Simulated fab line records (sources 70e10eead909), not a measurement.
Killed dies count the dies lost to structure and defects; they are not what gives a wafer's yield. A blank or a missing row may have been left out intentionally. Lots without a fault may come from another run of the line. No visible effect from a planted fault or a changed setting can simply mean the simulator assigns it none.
Chamber matching | flow nandHarc | rieDiel-03 running NHARC_A_STAIRCASE_TRIM_196: 4 sister chambers
The step chemistry O2, time 211.2 s. 8 wafers are shown with their chamber, then 7 later ones without.

WAFERS, EACH WITH ITS CHAMBER
wafer  | chamber | showerheadPlenumPTorr (Torr) | oesProductAu (a.u.)
L080.1 | 1       | 3.61                         | 1.005
L080.4 | 2       | 3.65                         | 0.987
L080.6 | 0       | 3.48                         | 0.986
L082.2 | 0       | 3.48                         | 0.999
L082.3 | 3       | 3.80                         | 0.995
L082.6 | 3       | 3.80                         | 0.993
L085.2 | 1       | 3.60                         | 1.019
L085.3 | 2       | 3.64                         | 1.006

WAFERS WHOSE CHAMBER IS MISSING
wafer  | showerheadPlenumPTorr (Torr) | oesProductAu (a.u.)
L085.4 | 3.47                         | 0.998
L087.1 | 3.60                         | 1.010
L087.3 | 3.79                         | 0.986
L087.6 | 3.47                         | 0.991
L091.2 | 3.47                         | 0.986
L091.3 | 3.63                         | 0.994
L091.6 | 3.47                         | 0.980

CHAMBER TAKEN BY EACH
wafer  | from the rows above | in truth
L085.4 | 0                   | 0
L087.1 | 1                   | 1
L087.3 | 3                   | 3
L087.6 | 0                   | 0
L091.2 | 0                   | 0
L091.3 | 2                   | 2
L091.6 | 0                   | 0
Placed correctly: 7 of 7. Not placeable from these rows: 0. Wrongly placed: 0.
How it was worked out, from the rows above alone: a wafer's distance from a chamber is the root of the sum, over the readings, of the square of ((its reading less the chamber's mean) divided by the reading's scatter). If the next closest chamber is less than 2 further off than the closest, the wafer can't be placed; otherwise it belongs to the closest. A chamber's mean is the mean of its shown wafers. The scatter: the root of (the sum of the squares of (reading less its chamber's mean) over the shown wafers, divided by (wafers less chambers)).
